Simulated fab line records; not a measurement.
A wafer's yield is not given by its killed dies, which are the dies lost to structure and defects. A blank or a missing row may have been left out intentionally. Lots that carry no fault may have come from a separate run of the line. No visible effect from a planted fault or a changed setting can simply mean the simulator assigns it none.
Lot-split experiment | flow n5Finfet | 21 wafers read from 7 lots, route of 1938 steps

ABOUT THE SPLIT
At N5_BEOL_M7_COAT_05 (resist thk 90 nm), the setting spinRpm was moved away from the recipe's 1500 rpm on 5 of the 21 wafers read, by -10.7% to +9.3%. For the rest of the wafers, this setting stayed at what the recipe calls for.

FROM THE SPLIT TO THE READING: what the file shows between them, 6 steps
- N5_BEOL_M7_EBR_07
- N5_BEOL_M7_SOFTBAKE_06: time 60 s
- N5_BEOL_M7_EXPOSE_08: exposes mask M7
- N5_BEOL_M7_PEB_09: peb time 60 s
- N5_BEOL_M7_DEVELOP_10: develop time 30 s
- N5_BEOL_M7_DESCUM_16: chemistry O2, time 7.9 s

THE READING
CAR-ArF_of_BEOL_M7_COAT_05.thkNm (the simulator's own value, which no gauge read), in nm, at N5_BEOL_M7_ETCH_61 (etches SiARC in CF4, target depth 45.5 nm, time 75.8 s). The file does not state a usual value for it. Here, 16 wafers ran the recipe; their average is 50.7 nm with a standard deviation of 0.49 nm.

wafer  | tool, chamber at the split | spinRpm as run, rpm | against the recipe | CAR-ArF_of_BEOL_M7_COAT_05.thkNm, nm | against lot-mates on the recipe
L076.1 | lithoTrack-03, 0           | 1500                | recipe             | 51                                   | -
L076.5 | lithoTrack-03, 0           | 1500                | recipe             | 51.8                                 | -
L076.6 | lithoTrack-03, 0           | 1500                | recipe             | 51                                   | -
L080.2 | lithoTrack-05, 0           | 1500                | recipe             | 50.6                                 | -
L080.4 | lithoTrack-05, 0           | 1639                | +9.3%              | 46.2                                 | -4.4
L080.5 | lithoTrack-05, 0           | 1500                | recipe             | 50.6                                 | -
L081.2 | lithoTrack-03, 0           | 1500                | recipe             | 50.4                                 | -
L081.3 | lithoTrack-03, 0           | 1500                | recipe             | 50.6                                 | -
L081.4 | lithoTrack-03, 0           | 1500                | recipe             | 50.6                                 | -
L084.3 | lithoTrack-05, 0           | 1500                | recipe             | 50.8                                 | -
L084.5 | lithoTrack-05, 0           | 1500                | recipe             | 50.6                                 | -
L084.6 | lithoTrack-05, 0           | 1500                | recipe             | 50.8                                 | -
L091.1 | lithoTrack-05, 0           | 1500                | recipe             | 51                                   | -
L091.4 | lithoTrack-05, 0           | 1500                | recipe             | 50.8                                 | -
L091.5 | lithoTrack-05, 0           | 1500                | recipe             | 50.6                                 | -
L093.3 | lithoTrack-04, 0           | 1597                | +6.5%              | 48.2                                 | -1.0
L093.5 | lithoTrack-04, 0           | 1597                | +6.5%              | 47.8                                 | -1.4
L093.6 | lithoTrack-04, 0           | 1500                | recipe             | 49.2                                 | -
L094.1 | lithoTrack-04, 0           | 1340                | -10.7%             | 56.2                                 | +5.4
L094.2 | lithoTrack-04, 0           | 1500                | recipe             | 50.8                                 | -
L094.5 | lithoTrack-04, 0           | 1340                | -10.7%             | 56                                   | +5.2

THE FIT
A straight line over all 21 wafers: CAR-ArF_of_BEOL_M7_COAT_05.thkNm changes by -0.483 nm for each +1% of spinRpm; r = -0.98; the points scatter about the line by 0.48 nm.
The same after taking each lot's own level away (the mean of its wafers on the recipe; 21 wafers): -0.427 nm for each +1%; r = -0.96; scatter 0.56 nm.
On that fit, the largest move of spinRpm shifts the reading by 4.6 nm.
The lots' own levels span 49.20 to 51.27 nm, that is 4.2 times the standard deviation above.
Hence the slope depends on the lot-to-lot level, as the two fits are not the same.
Check: +4.42 nm against its lot-mates is what the line predicts for one of the wafers moved furthest among these (-10.7%) when that wafer is left out of the fit. It came out at +5.4 nm against them.

THE WHOLE CHAIN: every reading that the file lists as answering this split, in the file's order
step                  | what it does                                           | reading                                                                           | change (the file's fit)               | r (the file's)
N5_BEOL_M7_COAT_05    | resist thk 90 nm                                       | CAR-ArF_of_BEOL_M7_COAT_05.thkNm (the simulator's own value, which no gauge read) | -0.46 nm for each +1% of the setting  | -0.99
N5_BEOL_M7_DEVELOP_10 | develop time 30 s                                      | CAR-ArF_of_BEOL_M7_COAT_05.thkNm (the simulator's own value, which no gauge read) | -0.469 nm for each +1% of the setting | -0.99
N5_BEOL_M7_DESCUM_16  | chemistry O2, time 7.9 s                               | CAR-ArF_of_BEOL_M7_COAT_05.thkNm (the simulator's own value, which no gauge read) | -0.45 nm for each +1% of the setting  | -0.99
N5_BEOL_M7_ETCH_61    | etches SiARC in CF4, target depth 45.5 nm, time 75.8 s | CAR-ArF_of_BEOL_M7_COAT_05.thkNm (the simulator's own value, which no gauge read) | -0.435 nm for each +1% of the setting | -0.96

FILE'S OWN FIT
CAR-ArF_of_BEOL_M7_COAT_05.thkNm changes by -0.435 nm for each +1% of spinRpm, r = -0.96.
